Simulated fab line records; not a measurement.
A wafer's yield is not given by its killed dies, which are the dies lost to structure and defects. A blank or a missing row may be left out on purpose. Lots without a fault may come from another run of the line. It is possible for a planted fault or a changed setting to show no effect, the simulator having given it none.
Split-lot experiment || flow n5Finfet || on a route of 1938 steps: 7 lots, 39 wafers read

## ABOUT THE SPLIT
At N5_PMOS_HMC_CHANNEL_EPI_HM_DEP_34 (deposits SiO2 from TEOS/O2, target thk 36 nm, time 6.9 s), the setting targetThkA was moved away from the recipe's 360 angstrom on 12 of the 39 wafers read, by -39.3% to +39.9%. This setting was run at the recipe's value on the other wafers.

The split's own step is where the reading is taken.

## THE READING
SiO2_of_PMOS_HMC_CHANNEL_EPI_HM_DEP_34.thkNm (the simulator's own value, which no gauge read), in nm, at N5_PMOS_HMC_CHANNEL_EPI_HM_DEP_34 (deposits SiO2 from TEOS/O2, target thk 36 nm, time 6.9 s). No usual value for it is given in the file. The 27 wafers here that ran the recipe average 35.84 nm, standard deviation 0.43 nm.

{"wafer": "L074.1", "tool, chamber at the split": "pecvd-02, 2", "targetThkA as run, angstrom": 464.9, "against the recipe": "+29.1%", "SiO2_of_PMOS_HMC_CHANNEL_EPI_HM_DEP_34.thkNm, nm": 45.3, "against lot-mates on the recipe": "+9.67"}
{"wafer": "L074.2", "tool, chamber at the split": "pecvd-02, 1", "targetThkA as run, angstrom": 360, "against the recipe": "recipe", "SiO2_of_PMOS_HMC_CHANNEL_EPI_HM_DEP_34.thkNm, nm": 35.76, "against lot-mates on the recipe": "-"}
{"wafer": "L074.3", "tool, chamber at the split": "pecvd-02, 0", "targetThkA as run, angstrom": 360, "against the recipe": "recipe", "SiO2_of_PMOS_HMC_CHANNEL_EPI_HM_DEP_34.thkNm, nm": 35.3, "against lot-mates on the recipe": "-"}
{"wafer": "L074.4", "tool, chamber at the split": "pecvd-02, 1", "targetThkA as run, angstrom": 464.9, "against the recipe": "+29.1%", "SiO2_of_PMOS_HMC_CHANNEL_EPI_HM_DEP_34.thkNm, nm": 47.1, "against lot-mates on the recipe": "+11.47"}
{"wafer": "L074.5", "tool, chamber at the split": "pecvd-02, 0", "targetThkA as run, angstrom": 360, "against the recipe": "recipe", "SiO2_of_PMOS_HMC_CHANNEL_EPI_HM_DEP_34.thkNm, nm": 35.83, "against lot-mates on the recipe": "-"}
{"wafer": "L074.6", "tool, chamber at the split": "pecvd-02, 2", "targetThkA as run, angstrom": 464.9, "against the recipe": "+29.1%", "SiO2_of_PMOS_HMC_CHANNEL_EPI_HM_DEP_34.thkNm, nm": 46.33, "against lot-mates on the recipe": "+10.70"}
{"wafer": "L086.3", "tool, chamber at the split": "pecvd-03, 1", "targetThkA as run, angstrom": 360, "against the recipe": "recipe", "SiO2_of_PMOS_HMC_CHANNEL_EPI_HM_DEP_34.thkNm, nm": 35.68, "against lot-mates on the recipe": "-"}
{"wafer": "L086.5", "tool, chamber at the split": "pecvd-03, 0", "targetThkA as run, angstrom": 360, "against the recipe": "recipe", "SiO2_of_PMOS_HMC_CHANNEL_EPI_HM_DEP_34.thkNm, nm": 36.3, "against lot-mates on the recipe": "-"}
{"wafer": "L086.6", "tool, chamber at the split": "pecvd-03, 1", "targetThkA as run, angstrom": 360, "against the recipe": "recipe", "SiO2_of_PMOS_HMC_CHANNEL_EPI_HM_DEP_34.thkNm, nm": 36.25, "against lot-mates on the recipe": "-"}
{"wafer": "L089.1", "tool, chamber at the split": "pecvd-02, 0", "targetThkA as run, angstrom": 360, "against the recipe": "recipe", "SiO2_of_PMOS_HMC_CHANNEL_EPI_HM_DEP_34.thkNm, nm": 35.73, "against lot-mates on the recipe": "-"}
{"wafer": "L089.2", "tool, chamber at the split": "pecvd-02, 1", "targetThkA as run, angstrom": 360, "against the recipe": "recipe", "SiO2_of_PMOS_HMC_CHANNEL_EPI_HM_DEP_34.thkNm, nm": 35.75, "against lot-mates on the recipe": "-"}
{"wafer": "L089.3", "tool, chamber at the split": "pecvd-02, 1", "targetThkA as run, angstrom": 360, "against the recipe": "recipe", "SiO2_of_PMOS_HMC_CHANNEL_EPI_HM_DEP_34.thkNm, nm": 36.26, "against lot-mates on the recipe": "-"}
{"wafer": "L089.4", "tool, chamber at the split": "pecvd-02, 0", "targetThkA as run, angstrom": 360, "against the recipe": "recipe", "SiO2_of_PMOS_HMC_CHANNEL_EPI_HM_DEP_34.thkNm, nm": 35.65, "against lot-mates on the recipe": "-"}
{"wafer": "L089.5", "tool, chamber at the split": "pecvd-02, 1", "targetThkA as run, angstrom": 360, "against the recipe": "recipe", "SiO2_of_PMOS_HMC_CHANNEL_EPI_HM_DEP_34.thkNm, nm": 35.97, "against lot-mates on the recipe": "-"}
{"wafer": "L089.6", "tool, chamber at the split": "pecvd-02, 0", "targetThkA as run, angstrom": 360, "against the recipe": "recipe", "SiO2_of_PMOS_HMC_CHANNEL_EPI_HM_DEP_34.thkNm, nm": 35.85, "against lot-mates on the recipe": "-"}
{"wafer": "L090.1", "tool, chamber at the split": "pecvd-01, 2", "targetThkA as run, angstrom": 360, "against the recipe": "recipe", "SiO2_of_PMOS_HMC_CHANNEL_EPI_HM_DEP_34.thkNm, nm": 34.86, "against lot-mates on the recipe": "-"}
{"wafer": "L090.2", "tool, chamber at the split": "pecvd-01, 1", "targetThkA as run, angstrom": 360, "against the recipe": "recipe", "SiO2_of_PMOS_HMC_CHANNEL_EPI_HM_DEP_34.thkNm, nm": 35.26, "against lot-mates on the recipe": "-"}
{"wafer": "L090.3", "tool, chamber at the split": "pecvd-01, 0", "targetThkA as run, angstrom": 360, "against the recipe": "recipe", "SiO2_of_PMOS_HMC_CHANNEL_EPI_HM_DEP_34.thkNm, nm": 35.4, "against lot-mates on the recipe": "-"}
{"wafer": "L090.4", "tool, chamber at the split": "pecvd-01, 1", "targetThkA as run, angstrom": 360, "against the recipe": "recipe", "SiO2_of_PMOS_HMC_CHANNEL_EPI_HM_DEP_34.thkNm, nm": 35.7, "against lot-mates on the recipe": "-"}
{"wafer": "L090.5", "tool, chamber at the split": "pecvd-01, 0", "targetThkA as run, angstrom": 360, "against the recipe": "recipe", "SiO2_of_PMOS_HMC_CHANNEL_EPI_HM_DEP_34.thkNm, nm": 35.65, "against lot-mates on the recipe": "-"}
{"wafer": "L090.6", "tool, chamber at the split": "pecvd-01, 2", "targetThkA as run, angstrom": 360, "against the recipe": "recipe", "SiO2_of_PMOS_HMC_CHANNEL_EPI_HM_DEP_34.thkNm, nm": 35.69, "against lot-mates on the recipe": "-"}
{"wafer": "L092.1", "tool, chamber at the split": "pecvd-03, 0", "targetThkA as run, angstrom": 360, "against the recipe": "recipe", "SiO2_of_PMOS_HMC_CHANNEL_EPI_HM_DEP_34.thkNm, nm": 36.54, "against lot-mates on the recipe": "-"}
{"wafer": "L092.2", "tool, chamber at the split": "pecvd-03, 2", "targetThkA as run, angstrom": 360, "against the recipe": "recipe", "SiO2_of_PMOS_HMC_CHANNEL_EPI_HM_DEP_34.thkNm, nm": 36.38, "against lot-mates on the recipe": "-"}
{"wafer": "L092.3", "tool, chamber at the split": "pecvd-03, 1", "targetThkA as run, angstrom": 360, "against the recipe": "recipe", "SiO2_of_PMOS_HMC_CHANNEL_EPI_HM_DEP_34.thkNm, nm": 36.16, "against lot-mates on the recipe": "-"}
{"wafer": "L092.4", "tool, chamber at the split": "pecvd-03, 2", "targetThkA as run, angstrom": 218.7, "against the recipe": "-39.3%", "SiO2_of_PMOS_HMC_CHANNEL_EPI_HM_DEP_34.thkNm, nm": 22.55, "against lot-mates on the recipe": -13.81}
{"wafer": "L092.5", "tool, chamber at the split": "pecvd-03, 0", "targetThkA as run, angstrom": 218.7, "against the recipe": "-39.3%", "SiO2_of_PMOS_HMC_CHANNEL_EPI_HM_DEP_34.thkNm, nm": 22.4, "against lot-mates on the recipe": -13.96}
{"wafer": "L092.6", "tool, chamber at the split": "pecvd-03, 1", "targetThkA as run, angstrom": 218.7, "against the recipe": "-39.3%", "SiO2_of_PMOS_HMC_CHANNEL_EPI_HM_DEP_34.thkNm, nm": 22.66, "against lot-mates on the recipe": -13.70}
{"wafer": "L093.1", "tool, chamber at the split": "pecvd-02, 0", "targetThkA as run, angstrom": 503.8, "against the recipe": "+39.9%", "SiO2_of_PMOS_HMC_CHANNEL_EPI_HM_DEP_34.thkNm, nm": 49.89, "against lot-mates on the recipe": "+13.65"}
{"wafer": "L093.2", "tool, chamber at the split": "pecvd-02, 1", "targetThkA as run, angstrom": 503.8, "against the recipe": "+39.9%", "SiO2_of_PMOS_HMC_CHANNEL_EPI_HM_DEP_34.thkNm, nm": 50.35, "against lot-mates on the recipe": "+14.11"}
{"wafer": "L093.3", "tool, chamber at the split": "pecvd-02, 2", "targetThkA as run, angstrom": 360, "against the recipe": "recipe", "SiO2_of_PMOS_HMC_CHANNEL_EPI_HM_DEP_34.thkNm, nm": 35.67, "against lot-mates on the recipe": "-"}
{"wafer": "L093.4", "tool, chamber at the split": "pecvd-02, 0", "targetThkA as run, angstrom": 360, "against the recipe": "recipe", "SiO2_of_PMOS_HMC_CHANNEL_EPI_HM_DEP_34.thkNm, nm": 36.51, "against lot-mates on the recipe": "-"}
{"wafer": "L093.5", "tool, chamber at the split": "pecvd-02, 1", "targetThkA as run, angstrom": 360, "against the recipe": "recipe", "SiO2_of_PMOS_HMC_CHANNEL_EPI_HM_DEP_34.thkNm, nm": 36.54, "against lot-mates on the recipe": "-"}
{"wafer": "L093.6", "tool, chamber at the split": "pecvd-02, 2", "targetThkA as run, angstrom": 503.8, "against the recipe": "+39.9%", "SiO2_of_PMOS_HMC_CHANNEL_EPI_HM_DEP_34.thkNm, nm": 50.86, "against lot-mates on the recipe": "+14.62"}
{"wafer": "L097.1", "tool, chamber at the split": "pecvd-03, 0", "targetThkA as run, angstrom": 360, "against the recipe": "recipe", "SiO2_of_PMOS_HMC_CHANNEL_EPI_HM_DEP_34.thkNm, nm": 35.15, "against lot-mates on the recipe": "-"}
{"wafer": "L097.2", "tool, chamber at the split": "pecvd-03, 1", "targetThkA as run, angstrom": 305.4, "against the recipe": "-15.2%", "SiO2_of_PMOS_HMC_CHANNEL_EPI_HM_DEP_34.thkNm, nm": 29.86, "against lot-mates on the recipe": -5.77}
{"wafer": "L097.3", "tool, chamber at the split": "pecvd-03, 2", "targetThkA as run, angstrom": 360, "against the recipe": "recipe", "SiO2_of_PMOS_HMC_CHANNEL_EPI_HM_DEP_34.thkNm, nm": 35.56, "against lot-mates on the recipe": "-"}
{"wafer": "L097.4", "tool, chamber at the split": "pecvd-03, 1", "targetThkA as run, angstrom": 305.4, "against the recipe": "-15.2%", "SiO2_of_PMOS_HMC_CHANNEL_EPI_HM_DEP_34.thkNm, nm": 30.59, "against lot-mates on the recipe": -5.04}
{"wafer": "L097.5", "tool, chamber at the split": "pecvd-03, 0", "targetThkA as run, angstrom": 305.4, "against the recipe": "-15.2%", "SiO2_of_PMOS_HMC_CHANNEL_EPI_HM_DEP_34.thkNm, nm": 30.73, "against lot-mates on the recipe": -4.90}
{"wafer": "L097.6", "tool, chamber at the split": "pecvd-03, 2", "targetThkA as run, angstrom": 360, "against the recipe": "recipe", "SiO2_of_PMOS_HMC_CHANNEL_EPI_HM_DEP_34.thkNm, nm": 36.19, "against lot-mates on the recipe": "-"}

FIT RESULTS
A straight line over all 39 wafers: SiO2_of_PMOS_HMC_CHANNEL_EPI_HM_DEP_34.thkNm changes by +0.353 nm for each +1% of targetThkA; r = +1.00; the points scatter about the line by 0.49 nm.
The same after taking each lot's own level away (the mean of its wafers on the recipe; 39 wafers): +0.355 nm for each +1%; r = +1.00; scatter 0.37 nm.
According to that fit, moving targetThkA by its largest amount changes the reading by 14 nm.
The span of the lots' own levels, 35.427 to 36.360 nm, comes to 2.2 times the standard deviation stated above.
The two slopes are in agreement: the lot-to-lot level therefore moves the slope only a little.
Check: for one of the wafers moved furthest among these (+39.9%), held out of the fit, the line's prediction against its lot-mates is +14.3 nm. Against them it came out at +13.6 nm.

## FILE'S OWN FIT
SiO2_of_PMOS_HMC_CHANNEL_EPI_HM_DEP_34.thkNm changes by +0.355 nm for each +1% of targetThkA, r = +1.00.
